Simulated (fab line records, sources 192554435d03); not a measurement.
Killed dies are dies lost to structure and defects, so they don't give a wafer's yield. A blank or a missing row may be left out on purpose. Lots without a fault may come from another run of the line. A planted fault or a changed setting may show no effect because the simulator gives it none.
Which tool did it? | flow n5_finfet | 20 lots, 60 wafers sampled, at 2 steps of a route of 1938

WHAT THE GAUGES READ, wafer by wafer
N5_FIN_CUT_OVL_MEAS_09. Usual: FIN_CUT_OVL -0.1 nm, standard deviation 0.62.
lot  | measured    | on         | FIN_CUT_OVL (nm) | flag
L074 | day 2 04:20 | overlay-01 | 0.4 -0.8 -0.2    |
L078 | day 3 03:01 | overlay-01 | 0.4 -0.9 -0.5    |
L079 | day 3 08:24 | overlay-01 | -0.1 0.2 -0.2    |
L080 | day 3 15:29 | overlay-01 | -0.1 -0.2 -0.1   |
L081 | day 3 22:31 | overlay-02 | -0.9 -0.2 -1.0   |
L082 | day 4 02:25 | overlay-02 | -0.5 -0.4 0.4    |
L083 | day 4 13:59 | overlay-01 | -0.5 0.1 -0.4    |
L084 | day 4 14:28 | overlay-01 | -0.3 -0.2 -1.0   |
L085 | day 4 22:05 | overlay-01 | 0.1 -0.4 0.9     |
L086 | day 5 04:37 | overlay-01 | 0.1 0.5 0.2      |
L087 | day 5 09:19 | overlay-02 | 0.3 0.1 -0.1     |
L088 | day 5 14:23 | overlay-02 | 0.0 0.2 -0.3     |
L089 | day 5 20:24 | overlay-01 | -0.3 -0.2 -1.0   |
L090 | day 6 02:50 | overlay-02 | -0.8 -0.9 -0.3   |
L092 | day 6 15:49 | overlay-01 | 0.7 -0.5 -0.3    |
L093 | day 6 22:06 | overlay-01 | 0.0 0.0 -0.7     |
L094 | day 7 04:44 | overlay-02 | 0.4 0.2 0.2      |
L095 | day 7 09:00 | overlay-01 | -1.0 -0.1 -0.8   |
L096 | day 7 14:55 | overlay-02 | -0.9 -0.5 -1.0   |
L097 | day 7 21:00 | overlay-01 | 0.4 0.1 -2.1     |

WHICH TOOL RAN EACH LOT (tool, then ch and the chambers of the sampled wafers, then the start)
lot  | N5_FIN_SAQP_ETCH_34
L074 | rie_diel-06 ch 0,2,3, day 2 03:24
L078 | rie_diel-01 ch 1,2,3, day 3 02:13
L079 | rie_diel-01 ch 0,1, day 3 07:36
L080 | rie_diel-06 ch 0,1, day 3 14:41
L081 | rie_diel-02 ch 0,2,3, day 3 21:43
L082 | rie_diel-01 ch 0,1,3, day 4 01:37
L083 | rie_diel-06 ch 0,1,3, day 4 08:36
L084 | rie_diel-02 ch 0,1,3, day 4 13:40
L085 | rie_diel-01 ch 2,3, day 4 21:13
L086 | rie_diel-01 ch 0,2,3, day 5 03:48
L087 | rie_diel-01 ch 0,2, day 5 08:31
L088 | rie_diel-01 ch 0,2, day 5 13:28
L089 | rie_diel-01 ch 0,2,3, day 5 19:29
L090 | rie_diel-02 ch 0,1,3, day 6 02:02
L092 | rie_diel-01 ch 0,1,2, day 6 14:52
L093 | rie_diel-06 ch 1,3, day 6 21:10
L094 | rie_diel-02 ch 0,1,2, day 7 03:56
L095 | rie_diel-02 ch 0,2,3, day 7 08:12
L096 | rie_diel-06 ch 0,2,3, day 7 14:07
L097 | rie_diel-01 ch 0,2, day 7 20:12
- N5_FIN_SAQP_ETCH_34: etches SiO2 in C4F6/O2, target depth 45 nm, time 15 s.

WHAT THE TOOLS THEMSELVES READ (means of the sampled wafers that have a number; where no wafer has one, the mark that the record gives instead)
N5_FIN_SAQP_ETCH_34. Usual: drypump_motor_current_A 5.7 A, standard deviation 0.46; etch_rf_on_time_s 14.96 s, standard deviation 0.17; mfc_ar_sccm 300.0 sccm, standard deviation 1; oes_product_au 0.67 a.u., standard deviation 0.064; rf_vpp_V 663 V, standard deviation 6.2; showerhead_plenum_p_Torr 2.88 Torr, standard deviation 0.1; throttle_valve_pct 21.10 %, standard deviation 0.2.
lot  | tool        | drypump_motor_current_A (A) | etch_rf_on_time_s (s) | mfc_ar_sccm (sccm) | oes_product_au (a.u.) | rf_vpp_V (V) | showerhead_plenum_p_Torr (Torr) | throttle_valve_pct (%) | flag
L074 | rie_diel-06 | 5.8                         | 14.93                 | 300.7              | 0.65                  | 665          | 2.88                            | 21.25                  |
L078 | rie_diel-01 | 5.6                         | 14.94                 | 299.3              | 0.72                  | 668          | 2.98                            | 21.04                  |
L079 | rie_diel-01 | 5.6                         | 14.99                 | 300.2              | 0.72                  | 663          | 2.85                            | 21.10                  |
L080 | rie_diel-06 | 5.3                         | 15.02                 | 299.4              | 0.59                  | 661          | 2.81                            | 21.20                  |
L081 | rie_diel-02 | 5.8                         | 14.98                 | 299.3              | 0.66                  | 664          | 2.83                            | 20.93                  |
L082 | rie_diel-01 | 5.8                         | 14.79                 | 301.1              | 0.72                  | 666          | 2.92                            | 21.01                  |
L083 | rie_diel-06 | 5.7                         | 15.02                 | 299.4              | 0.61                  | 663          | 2.82                            | 21.23                  |
L084 | rie_diel-02 | 6.0                         | 14.99                 | 300.4              | 0.63                  | 660          | 2.80                            | 20.99                  |
L085 | rie_diel-01 | 5.8                         | 15.09                 | 299.6              | 0.65                  | 666          | 2.96                            | 21.10                  |
L086 | rie_diel-01 | 5.7                         | 15.06                 | 299.7              | 0.65                  | 661          | 2.88                            | 21.21                  |
L087 | rie_diel-01 | 5.4                         | 15.23                 | 300.7              | 0.63                  | 656          | 2.81                            | 21.31                  |
L088 | rie_diel-01 | 5.2                         | 14.97                 | 300.0              | 0.62                  | 658          | 2.87                            | 21.35                  |
L089 | rie_diel-01 | 5.6                         | 14.99                 | 299.6              | 0.65                  | 661          | 2.88                            | 21.23                  |
L090 | rie_diel-02 | 6.0                         | 14.95                 | 300.3              | 0.62                  | 660          | 2.80                            | 21.02                  |
L092 | rie_diel-01 | 5.4                         | 15.07                 | 300.4              | 0.67                  | 662          | 2.89                            | 21.17                  |
L093 | rie_diel-06 | 5.5                         | 15.07                 | 300.4              | 0.76                  | 659          | 2.82                            | 21.01                  |
L094 | rie_diel-02 | 6.0                         | 14.90                 | 300.5              | 0.62                  | 659          | 2.87                            | 21.03                  |
L095 | rie_diel-02 | 5.9                         | 14.95                 | 300.5              | 0.64                  | 663          | 2.82                            | 20.98                  |
L096 | rie_diel-06 | 5.8                         | 14.87                 | 299.3              | 0.70                  | 663          | 2.86                            | 21.20                  |
L097 | rie_diel-01 | 5.4                         | 15.21                 | 299.2              | 0.62                  | 656          | 2.80                            | 21.35                  |

THE ANSWER, worked out from the rows above alone
Rule: a lot is off if the mean of its wafers that have a number lies more than 3 standard deviations from the usual mean. A lot without any number at a reading at which 4 lots or more have one is off too. The other lots that the step has rows for count as sound. The gauges are gone through in route order, then the tools' own readings, and for those a lot's mean is taken as printed above. The first step at which some lot is off is used, and at that step the reading that is off furthest; a lot without a number counts as furthest.
No lot is off at any reading shown: from this, nothing can be told.

WHAT THE SIMULATOR HAD PUT IN
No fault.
